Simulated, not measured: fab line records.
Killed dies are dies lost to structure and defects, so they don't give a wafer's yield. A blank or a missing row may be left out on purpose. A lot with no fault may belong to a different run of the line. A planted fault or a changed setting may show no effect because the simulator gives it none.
Lot-split experiment || flow n5Finfet || 21 wafers read from 7 lots, route of 1938 steps

== ON THE SPLIT ==
At N5_SD_EPI_N_PEB_07 (peb time 60 s), the setting pebTimeS was moved away from the recipe's 60 s on 6 of the 21 wafers read, by -13.8% to +21.8%. The other wafers ran this setting at the recipe's value.

== FROM THE SPLIT TO THE READING: what the file shows between them, 1 step ==
- N5_SD_EPI_N_DEVELOP_08: develop time 30 s

== THE READING ==
cdNm (nm) at N5_SD_EPI_N_CD_MEAS_09, where the cd target is 120 nm. Typical for fault-free wafers on this fab line: 119.6 nm, with standard deviation 0.69 nm.

{"wafer": "L081.1", "tool, chamber at the split": "lithoTrack-02, 0", "pebTimeS as run, s": 60, "against the recipe": "recipe", "cdNm, nm": 119.7, "against lot-mates on the recipe": "-"}
{"wafer": "L081.2", "tool, chamber at the split": "lithoTrack-02, 0", "pebTimeS as run, s": 66.27, "against the recipe": "+10.5%", "cdNm, nm": 122.6, "against lot-mates on the recipe": "+3.7"}
{"wafer": "L081.3", "tool, chamber at the split": "lithoTrack-02, 0", "pebTimeS as run, s": 60, "against the recipe": "recipe", "cdNm, nm": 118.1, "against lot-mates on the recipe": "-"}
{"wafer": "L083.2", "tool, chamber at the split": "lithoTrack-02, 0", "pebTimeS as run, s": 60, "against the recipe": "recipe", "cdNm, nm": 119.0, "against lot-mates on the recipe": "-"}
{"wafer": "L083.3", "tool, chamber at the split": "lithoTrack-02, 0", "pebTimeS as run, s": 73.1, "against the recipe": "+21.8%", "cdNm, nm": 126.6, "against lot-mates on the recipe": "+7.6"}
{"wafer": "L083.4", "tool, chamber at the split": "lithoTrack-02, 0", "pebTimeS as run, s": 73.1, "against the recipe": "+21.8%", "cdNm, nm": 126.4, "against lot-mates on the recipe": "+7.4"}
{"wafer": "L087.1", "tool, chamber at the split": "lithoTrack-05, 0", "pebTimeS as run, s": 60, "against the recipe": "recipe", "cdNm, nm": 119.7, "against lot-mates on the recipe": "-"}
{"wafer": "L087.2", "tool, chamber at the split": "lithoTrack-05, 0", "pebTimeS as run, s": 60, "against the recipe": "recipe", "cdNm, nm": 119.7, "against lot-mates on the recipe": "-"}
{"wafer": "L087.4", "tool, chamber at the split": "lithoTrack-05, 0", "pebTimeS as run, s": 60, "against the recipe": "recipe", "cdNm, nm": 119.7, "against lot-mates on the recipe": "-"}
{"wafer": "L091.1", "tool, chamber at the split": "lithoTrack-02, 0", "pebTimeS as run, s": 60, "against the recipe": "recipe", "cdNm, nm": 120.0, "against lot-mates on the recipe": "-"}
{"wafer": "L091.2", "tool, chamber at the split": "lithoTrack-02, 0", "pebTimeS as run, s": 60, "against the recipe": "recipe", "cdNm, nm": 119.2, "against lot-mates on the recipe": "-"}
{"wafer": "L091.5", "tool, chamber at the split": "lithoTrack-02, 0", "pebTimeS as run, s": 60, "against the recipe": "recipe", "cdNm, nm": 119.9, "against lot-mates on the recipe": "-"}
{"wafer": "L093.2", "tool, chamber at the split": "lithoTrack-05, 0", "pebTimeS as run, s": 51.71, "against the recipe": "-13.8%", "cdNm, nm": 113.9, "against lot-mates on the recipe": -6.2}
{"wafer": "L093.3", "tool, chamber at the split": "lithoTrack-05, 0", "pebTimeS as run, s": 51.71, "against the recipe": "-13.8%", "cdNm, nm": 114.0, "against lot-mates on the recipe": -6.1}
{"wafer": "L093.4", "tool, chamber at the split": "lithoTrack-05, 0", "pebTimeS as run, s": 60, "against the recipe": "recipe", "cdNm, nm": 120.1, "against lot-mates on the recipe": "-"}
{"wafer": "L094.1", "tool, chamber at the split": "lithoTrack-01, 0", "pebTimeS as run, s": 60, "against the recipe": "recipe", "cdNm, nm": 120.7, "against lot-mates on the recipe": "-"}
{"wafer": "L094.2", "tool, chamber at the split": "lithoTrack-01, 0", "pebTimeS as run, s": 60, "against the recipe": "recipe", "cdNm, nm": 120.8, "against lot-mates on the recipe": "-"}
{"wafer": "L094.4", "tool, chamber at the split": "lithoTrack-01, 0", "pebTimeS as run, s": 60, "against the recipe": "recipe", "cdNm, nm": 119.9, "against lot-mates on the recipe": "-"}
{"wafer": "L096.1", "tool, chamber at the split": "lithoTrack-05, 0", "pebTimeS as run, s": 60, "against the recipe": "recipe", "cdNm, nm": 118.8, "against lot-mates on the recipe": "-"}
{"wafer": "L096.2", "tool, chamber at the split": "lithoTrack-05, 0", "pebTimeS as run, s": 69.29, "against the recipe": "+15.5%", "cdNm, nm": 124.0, "against lot-mates on the recipe": "+4.3"}
{"wafer": "L096.3", "tool, chamber at the split": "lithoTrack-05, 0", "pebTimeS as run, s": 60, "against the recipe": "recipe", "cdNm, nm": 120.5, "against lot-mates on the recipe": "-"}

FIT RESULTS
A straight line over all 21 wafers: cdNm changes by +0.333 nm for each +1% of pebTimeS; r = +0.97; the points scatter about the line by 0.75 nm.
The same after taking each lot's own level away (the mean of its wafers on the recipe; 21 wafers): +0.364 nm for each +1%; r = +0.98; scatter 0.62 nm.
That fit puts the effect of the largest move of pebTimeS on the reading at 7.9 nm.
The lots' own levels span 118.90 to 120.47 nm, that is 2.3 times the standard deviation above.
The two slopes agree, so the slope changes little with the lot-to-lot level.
Check: for one of the wafers moved furthest among these (+21.8%), held out of the fit, the line's prediction against its lot-mates is +7.78 nm. Against them it came out at +7.6 nm.

== ADDITIONAL SPLITS CARRIED BY THESE WAFERS ==
Other splits were also applied to these wafers ahead of the reading. Each is held against what the fit with the lots' levels taken away leaves over:
{"other split on the same wafers": "N5_WELL_APT_COAT_02 spinRpm", "wafers away from the commonest value": 3, "r with cdNm (lot level and that fit taken away)": "+0.43"}
{"other split on the same wafers": "N5_WELL_APT_EXPOSE_05 doseMj", "wafers away from the commonest value": 6, "r with cdNm (lot level and that fit taken away)": -0.21}
{"other split on the same wafers": "N5_FIN_SAQP_ETCH_65 timeS", "wafers away from the commonest value": 4, "r with cdNm (lot level and that fit taken away)": "+0.49"}
{"other split on the same wafers": "N5_FIN_SAQP_COAT_68 spinRpm", "wafers away from the commonest value": 4, "r with cdNm (lot level and that fit taken away)": "+0.07"}
{"other split on the same wafers": "N5_DUMMY_GATE_COAT_28 spinRpm", "wafers away from the commonest value": 7, "r with cdNm (lot level and that fit taken away)": "+0.01"}
{"other split on the same wafers": "N5_DUMMY_GATE_DESCUM_20 timeS", "wafers away from the commonest value": 8, "r with cdNm (lot level and that fit taken away)": -0.49}

== THE WHOLE CHAIN: every reading that the file lists as answering this split, in the file's order ==
{"step": "N5_SD_EPI_N_CD_MEAS_09", "what it does": "target cd 120 nm", "reading": "cdNm", "change (the file's fit)": "+0.349 nm for each +1% of the setting", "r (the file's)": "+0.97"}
{"step": "N5_SD_EPI_N_DESCUM_14", "what it does": "chemistry O2, time 7.9 s", "reading": "SD_EPI_N.cdNm (the simulator's own value, which no gauge read)", "change (the file's fit)": "+0.347 nm for each +1% of the setting", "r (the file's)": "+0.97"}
{"step": "N5_SD_EPI_N_ETCH_34", "what it does": "etches SiARC in CF4, target depth 45.5 nm, time 75.8 s", "reading": "SD_EPI_N.cdNm (the simulator's own value, which no gauge read)", "change (the file's fit)": "+0.335 nm for each +1% of the setting", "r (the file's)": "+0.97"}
{"step": "N5_SD_EPI_N_ETCH_35", "what it does": "etches SOC in N2/H2, overetch 108 nm, time 486 s", "reading": "SD_EPI_N.cdNm (the simulator's own value, which no gauge read)", "change (the file's fit)": "+0.267 nm for each +1% of the setting", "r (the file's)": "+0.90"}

== FILE'S OWN FIT ==
cdNm changes by +0.349 nm for each +1% of pebTimeS, r = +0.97.
